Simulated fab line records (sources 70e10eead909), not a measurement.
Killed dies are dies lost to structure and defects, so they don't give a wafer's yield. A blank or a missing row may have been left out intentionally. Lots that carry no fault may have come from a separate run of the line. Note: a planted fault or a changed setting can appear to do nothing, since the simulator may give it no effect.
fab line records	flow nandHarc
[record] lots = 13	wafers = 39	lastDay = 24
route steps=1159 shown A_WL_FILL@839 A_CONTACT@861 END@1159
lots that met no fault: taken from a fault-free run of the same line
startH: hours from the record's first day to the start of the lot's first wafer shown	waitH: hours since the lot's step before	" the same as in the row above	L1.1+2: several wafers, shown together as one row	- value missing, or start not given	* or withheld: withheld	< > ~ a bound
route shown NAME@n: a module of which the file shows steps, and the number in the route of the first	usual: average and standard deviation across the fault-free wafers	same: alike in all rows	chamber/n: place in a boat	sites: each site's reading	_std_site: how widely they spread, as a standard deviation	_edge_site: inner sites' mean taken away from outer sites' mean	radiusMm: how far each site lies from the wafer's centre	mask NAME#n: copy n	behind: tool/chamber where the wafer was last shaped	hold: reason for holding the lot/hours on hold/outcome of the hold	device: the transistor (n, p or np) that didn't switch	end of line: at the end of the route, the tests of the same wafers	a step without rows: its recipe alone	killed: dies that structure and defects cost at the first sort, which is not the same as the wafer's yield	map: dies across one wafer; x = killed, . = not, _ = none there
set.NAME: setting as actually run; set.NAME@STEP: the setting as run at that earlier step	model.NAME: the simulator's own value behind a step, which no gauge read
the route's steps for a sample of lots (tables are steps, rows are wafers)
services: from which hour (startH, from the record's first day; less than 0 if before it) a tool's chamber was out of use, for how many hours, and why
[[steps]]
[step NHARC_A_WL_FILL_INSPECT_15]
[usual] rawDefectCount = 384/130
lot.wafer	tool	chamber	startH	waitH	rawDefectCount
L150.3	defectInspect-01	-	361.13	0.0	266
L150.4	"	-	"	"	329
L150.5	"	-	"	"	332
L153.1	defectInspect-02	-	370.00	0.0	241
L153.2	"	-	"	"	368
L153.5	"	-	"	"	369
L151.3	defectInspect-01	-	370.54	0.0	375
L151.4	"	-	"	"	333
L151.5	"	-	"	"	423
L154.1	defectInspect-02	-	381.61	0.0	248
L154.2	"	-	"	"	392
L154.4	"	-	"	"	525
L155.2	defectInspect-02	-	399.63	0.0	651
L155.4	"	-	"	"	984
L155.5	"	-	"	"	588
L157.4	defectInspect-02	-	413.45	0.0	241
L157.5	"	-	"	"	245
L157.6	"	-	"	"	215
L160.2	defectInspect-01	-	424.34	0.0	267
L160.4	"	-	"	"	355
L160.6	"	-	"	"	255
L158.3	defectInspect-02	-	424.65	0.0	470
L158.5	"	-	"	"	372
L158.6	"	-	"	"	547
L165.2	defectInspect-02	-	443.83	0.0	563
L165.4	"	-	"	"	328
L165.5	"	-	"	"	263
L166.2	defectInspect-01	-	459.78	0.0	297
L166.5	"	-	"	"	406
L166.6	"	-	"	"	383
L164.1	defectInspect-02	-	460.52	0.0	400
L164.2	"	-	"	"	293
L164.5	"	-	"	"	356
L168.1	defectInspect-02	-	470.36	0.0	514
L168.3	"	-	"	"	614
L168.4	"	-	"	"	484
L170.1	defectInspect-02	-	484.01	0.0	585
L170.2	"	-	"	"	608
L170.3	"	-	"	"	611
[step NHARC_A_CONTACT_ETCH_51]
[recipe] targetDepthA = 36000	overEtchFrac = 0.3	timeS = 936	ionEnergyEv = 150	o2FlowSccm = 400	cosFlowSccm = 20	arFlowSccm = 0	rfW = 500	biasW = 300	chemistry = O2/COS
[usual] drypumpMotorCurrentA = 5.9/0.54	oesProductAu = 1.000/0.0094	rfVppV = 314.2/1.9	runLengthS = 957.4/0.56	showerheadPlenumPTorr = 3.13/0.12	throttleValvePct = 28.330/0.0093
lot.wafer	tool	chamber	startH	waitH	drypumpMotorCurrentA	oesProductAu	rfHoursCounterH	rfVppV	runLengthS	showerheadPlenumPTorr	throttleValvePct
L150.4	rieDiel-12	1	365.58	-	5.4	1.007	59	315.2	957.7	3.17	28.329
L150.3	"	2	"	"	5.7	0.993	59	312.4	957.1	2.97	28.327
L150.5	"	1	"	"	5.3	1.013	-	315.0	957.7	3.17	28.319
L153.1	rieDiel-01	0	377.23	-	5.7	1.000	12	313.9	957.9	3.09	28.330
L153.2	"	2	"	"	5.1	1.004	11	311.8	957.1	3.02	28.330
L153.5	"	3	"	"	6.2	0.994	-	312.2	956.2	3.03	28.350
L151.3	rieDiel-01	0	378.94	-	5.7	1.003	13	313.7	958.0	3.09	28.340
L151.4	"	1	"	"	5.4	1.002	12	316.3	956.7	3.25	28.341
L151.5	"	3	"	"	6.2	0.991	-	314.1	956.3	3.03	28.322
L154.2	rieDiel-02	3	386.36	-	6.2	1.000	21	314.4	957.9	3.23	28.325
L154.4	"	1	"	"	6.7	1.007	18	312.4	957.6	3.05	28.328
L154.1	"	2	"	"	5.4	0.998	21	317.7	957.1	3.36	28.323
L155.4	rieDiel-01	0	405.56	-	5.7	1.015	20	313.2	958.2	3.09	28.313
L155.2	"	3	"	"	6.2	0.995	19	313.1	956.7	3.02	28.326
L155.5	"	1	"	"	5.4	1.015	-	316.4	957.0	3.25	28.329
L157.4	rieDiel-02	1	418.18	-	6.7	1.008	30	314.3	957.6	3.05	28.328
L157.5	"	2	"	"	5.4	1.015	-	318.4	957.5	3.36	28.333
L157.6	"	3	"	"	6.1	1.004	-	315.1	957.6	3.22	28.325
L160.2	rieDiel-01	0	429.42	-	5.7	1.014	23	313.0	958.0	3.09	28.325
L160.4	"	2	"	"	5.1	1.009	22	313.3	957.1	3.02	28.338
L160.6	"	1	"	"	5.4	1.007	-	316.8	957.0	3.24	28.344
L158.3	rieDiel-02	1	430.00	-	6.7	0.998	32	313.7	957.9	3.05	28.309
L158.6	"	3	"	"	6.2	1.001	-	316.0	957.6	3.22	28.330
L158.5	"	0	"	"	6.6	0.993	-	313.0	957.6	3.03	28.317
L165.4	rieDiel-02	2	449.56	-	5.4	1.007	45	317.2	957.7	3.35	28.334
L165.2	"	3	"	"	6.2	0.995	45	313.3	957.6	3.21	28.314
L165.5	"	1	"	"	6.7	1.013	-	312.5	957.8	3.04	28.332
L166.2	rieDiel-12	0	464.08	-	6.8	1.013	11	313.0	957.9	3.06	28.321
L166.5	"	0	"	"	6.7	1.005	-	314.1	958.0	3.06	28.341
L166.6	"	1	"	"	5.4	1.020	-	315.9	957.9	3.16	28.338
L164.1	rieDiel-01	0	465.45	-	5.6	1.000	30	313.4	703.6	3.08	28.322
L164.2	"	2	"	"	5.1	1.010	28	311.9	702.6	3.02	28.340
L164.5	"	1	"	"	5.4	0.980	-	315.3	701.6	3.24	28.337
L168.1	rieDiel-01	3	475.30	-	6.2	0.993	31	313.9	701.2	3.02	28.303
L168.3	"	1	"	"	5.4	1.009	31	316.7	701.8	3.24	28.328
L168.4	"	2	"	"	5.1	1.018	31	312.6	702.4	3.01	28.327
L170.1	rieDiel-02	3	492.40	-	6.1	1.000	62	314.2	957.8	3.21	28.312
L170.3	"	0	"	"	6.5	0.982	57	313.8	957.9	3.02	28.339
L170.2	"	1	"	"	6.7	1.000	58	314.3	957.7	3.03	28.331
[step NHARC_A_CONTACT_ETCH_111]
[recipe] sourceW = withheld	pressureMtorr = 20	biasV = withheld	timeS = 140	targetDepthA = 7000	arFlowSccm = withheld	c4f8FlowSccm = withheld	o2FlowSccm = withheld	chemistry = C4F8/O2/Ar
[usual] runLengthS = 141.5/0.39
lot.wafer	tool	chamber	startH	waitH	rfHoursCounterH	runLengthS
L150.4	harCapEtch-01	1	366.30	-	-	141.5
L150.3	"	0	"	"	-	141.0
L150.5	"	0	"	"	-	141.0
L153.2	harCapEtch-02	0	377.82	-	10	141.5
L153.1	"	1	"	"	10	141.5
L153.5	"	1	"	"	-	142.1
L151.3	harCapEtch-03	0	379.60	-	-	141.4
L151.4	"	1	"	"	-	141.3
L151.5	"	1	"	"	-	141.8
L154.2	harCapEtch-01	0	387.03	-	59	140.6
L154.1	"	1	"	"	59	141.7
L154.4	"	0	"	"	-	140.7
L155.2	harCapEtch-02	0	406.26	-	15	141.2
L155.4	"	1	"	"	-	141.7
L155.5	"	0	"	"	-	141.6
L157.4	harCapEtch-02	0	418.70	-	-	141.8
L157.6	"	0	"	"	-	141.5
L157.5	"	1	"	"	-	142.3
L160.2	harCapEtch-01	0	430.13	-	64	140.6
L160.4	"	0	"	"	-	140.8
L160.6	"	0	"	"	-	141.3
L158.3	harCapEtch-02	0	430.59	-	-	141.4
L158.6	"	0	"	"	-	141.9
L158.5	"	1	"	"	-	141.6
L165.2	harCapEtch-03	0	450.10	-	94	141.7
L165.4	"	1	"	"	-	141.3
L165.5	"	1	"	"	-	141.3
L166.2	harCapEtch-02	1	464.77	-	25	141.8
L166.6	"	0	"	"	-	141.8
L166.5	"	1	"	"	-	141.7
L164.2	harCapEtch-03	0	466.11	-	98	141.3
L164.1	"	1	"	"	98	142.0
L164.5	"	0	"	"	-	141.2
L168.1	harCapEtch-02	1	475.99	-	28	141.7
L168.4	"	0	"	"	-	141.2
L168.3	"	1	"	"	-	141.6
L170.2	harCapEtch-01	1	493.05	-	75	142.1
L170.1	"	0	"	"	75	140.8
L170.3	"	1	"	"	-	141.6
[step NHARC_A_CONTACT_ETCH_118]
[recipe] sourceW = withheld	pressureMtorr = 20	biasV = 3000	timeS = 94	targetDepthA = 9220	arFlowSccm = withheld	c4f8FlowSccm = withheld	o2FlowSccm = withheld	chemistry = C4F8/O2/Ar
[usual] runLengthS = 94/0
lot.wafer	tool	chamber	startH	waitH	rfHoursCounterH	runLengthS
L150.4	harCapEtch-01	1	367.01	0.1	-	94
L150.3	"	0	"	"	-	94
L150.5	"	0	"	"	-	94
L153.2	harCapEtch-02	0	378.56	0.1	11	94
L153.1	"	1	"	"	11	94
L153.5	"	1	"	"	-	94
L151.3	harCapEtch-03	0	380.31	0.1	-	94
L151.4	"	1	"	"	-	94
L151.5	"	1	"	"	-	94
L154.2	harCapEtch-01	0	387.78	0.1	60	94
L154.1	"	1	"	"	60	94
L154.4	"	0	"	"	-	94
L155.2	harCapEtch-02	0	406.98	0.1	16	94
L155.4	"	1	"	"	-	94
L155.5	"	0	"	"	-	94
L157.4	harCapEtch-02	0	419.42	0.1	-	94
L157.6	"	0	"	"	-	94
L157.5	"	1	"	"	-	94
L160.2	harCapEtch-01	0	430.85	0.1	65	94
L160.4	"	0	"	"	-	94
L160.6	"	0	"	"	-	94
L158.3	harCapEtch-02	0	431.30	0.1	-	94
L158.6	"	0	"	"	-	94
L158.5	"	1	"	"	-	94
L165.2	harCapEtch-03	0	450.84	0.1	94	94
L165.4	"	1	"	"	-	94
L165.5	"	1	"	"	-	94
L166.2	harCapEtch-02	1	465.49	0.1	26	94
L166.6	"	0	"	"	-	94
L166.5	"	1	"	"	-	94
L164.2	harCapEtch-03	0	466.86	0.1	98	94
L164.1	"	1	"	"	98	94
L164.5	"	0	"	"	-	94
L168.1	harCapEtch-02	1	476.72	0.1	28	94
L168.4	"	0	"	"	-	94
L168.3	"	1	"	"	-	94
L170.2	harCapEtch-01	1	493.79	0.1	75	94
L170.1	"	0	"	"	75	94
L170.3	"	1	"	"	-	94
[step NHARC_END_SORT_01]
[recipe] tempC = 25
[usual] killedAtArray = 27/11	killedAtOther = 0.6/1	killedAtPeriphery = 3.0/2.1	killedDies = 31/12	killedOpen = 3.2/1.7	killedShort = 1.7/1.4
[same] grossDies = 677
lot.wafer	tool	chamber	startH	waitH	killedAtArray	killedAtOther	killedAtPeriphery	killedDies	killedOpen	killedShort
L164.1	prober-02	0	540.05	2.5	669	0	5	674	4	3
L164.2	prober-02	0	540.85	2.8	667	1	3	671	6	2
L164.5	prober-02	0	543.24	3.7	674	1	2	677	7	1
L168.1	prober-01	0	549.31	2.5	669	0	2	671	3	1
L168.3	prober-01	0	550.93	3.1	676	0	1	677	5	3
L168.4	prober-01	0	551.73	3.4	671	1	3	675	4	1
// killed by level:class
L164.1 A_CONTACT:areaEtch=647 A_CHANNEL_HOLE_D1:chamberFilmFlake=11 A_CONTACT:chamberFilmFlake=4 P_CONTACT:geometricParticle:open=3 A_SLIT:chamberFilmFlake=2 P_M1:geometricParticle:short=1 A_SGD_CUT:geometricParticle:short=1 A_WL_FILL:geometricParticle:short=1
L164.2 A_CONTACT:areaEtch=635 A_CHANNEL_HOLE_D1:chamberFilmFlake=19 A_CONTACT:chamberFilmFlake=3 P_M0:geometricParticle:open=2 A_SOURCE_PLATE:geometricParticle:open=2 A_CONTACT:geometricParticle:open=2 A_STAIRCASE:chamberFilmFlake=2 A_SLIT:chamberFilmFlake=2
L164.5 A_CONTACT:areaEtch=645 A_CHANNEL_HOLE_D1:chamberFilmFlake=17 A_STAIRCASE:chamberFilmFlake=3 P_M0:geometricParticle:open=2 A_CONTACT:chamberFilmFlake=2 A_SOURCE_PLATE:geometricParticle:open=1 A_WL_FILL:geometricParticle:short=1 A_CONTACT:geometricParticle:open=1
L168.1 A_CONTACT:areaEtch=630 A_CHANNEL_HOLE_D1:chamberFilmFlake=16 A_SLIT:chamberFilmFlake=14 A_STAIRCASE:chamberFilmFlake=3 A_CONTACT:chamberFilmFlake=2 P_CONTACT:geometricParticle:open=1 A_CHANNEL_HOLE_D1:geometricParticle:open=1 A_CHANNEL_FILL_D1:geometricParticle:open=1
L168.3 A_CONTACT:areaEtch=619 A_SLIT:chamberFilmFlake=23 A_CHANNEL_HOLE_D1:chamberFilmFlake=18 A_CONTACT:chamberFilmFlake=4 A_CONTACT:geometricParticle:open=2 A_M0:geometricParticle:open=2 A_SOURCE_PLATE:geometricParticle:short=1 A_SGD_CUT:geometricParticle:short=1
L168.4 A_CONTACT:areaEtch=625 A_CHANNEL_HOLE_D1:chamberFilmFlake=18 A_SLIT:chamberFilmFlake=16 A_CHANNEL_FILL_D1:chamberFilmFlake=4 P_CONTACT:geometricParticle:open=2 A_CONTACT:chamberFilmFlake=2 A_CONTACT:geometricParticle:open=2 A_STAIRCASE:chamberFilmFlake=2
[[services]]
tool	chamber	startH	hours	kind
rieDiel-01	0	348.47	-	clean
rieDiel-01	1	348.47	-	clean
rieDiel-01	2	348.47	-	clean
rieDiel-01	3	348.47	-	clean
rieDiel-01	0	372.97	-	clean
rieDiel-01	1	372.97	-	clean
rieDiel-01	2	372.97	-	clean
rieDiel-01	3	372.97	-	clean
rieDiel-12	-	379.62	9.0	pm
rieDiel-01	0	397.60	-	clean
rieDiel-01	1	397.60	-	clean
rieDiel-01	2	397.60	-	clean
rieDiel-01	3	397.60	-	clean
rieDiel-12	0	412.71	46.5	repair
harCapEtch-01	-	420.51	0.6	repair
rieDiel-01	0	422.10	-	clean
rieDiel-01	1	422.10	-	clean
rieDiel-01	2	422.10	-	clean
rieDiel-01	3	422.10	-	clean
rieDiel-01	1	432.22	3.1	repair
rieDiel-01	0	446.60	-	clean
rieDiel-01	1	446.60	-	clean
rieDiel-01	2	485.49	7.9	repair
rieDiel-01	-	492.13	9.0	pm
[[key]]
[firstSign] step = NHARC_A_CONTACT_ETCH_51	reading = runLengthS	direction = down	sigmas = 99+	usual = *	struck = *
[effect] step = NHARC_END_SORT_01	reading = killedAtArray	direction = up	sigmas = 56	usual = 27	struck = 671
[moreKillsBornAt] NHARC_A_CONTACT_ETCH_51@rieDiel-01 = 3801
metAt NHARC_A_CONTACT_ETCH_51
struckLots L164,L168
laterRowsLeftOut L164.1,L164.2,L164.5,L168.1,L168.3,L168.4
testerLeftOut L164,L168
notActingAt NHARC_A_WL_FILL_INSPECT_15,NHARC_A_CONTACT_ETCH_111,NHARC_A_CONTACT_ETCH_118
onsetBetween 429.42 465.45
[fault] kind = processParameterDrift	tool = rieDiel-01	chamber = -	onsetH = 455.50	steps = NHARC_A_CONTACT_ETCH_51	channel = timeS	offset = *	shape = step	endH = 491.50	actsIn = *	stated = *
// testerLeftOut: of these lots the tester's yield and bins aren't shown, on N5 and GAA mostly nor the transistor test; their killed dies are dies lost to structure and defects alone, not to doping, threshold or leakage, so they don't give the yield
// laterRowsLeftOut: the simulator's readings of these wafers behind a module that went badly wrong aren't trusted and aren't shown, but for the sort
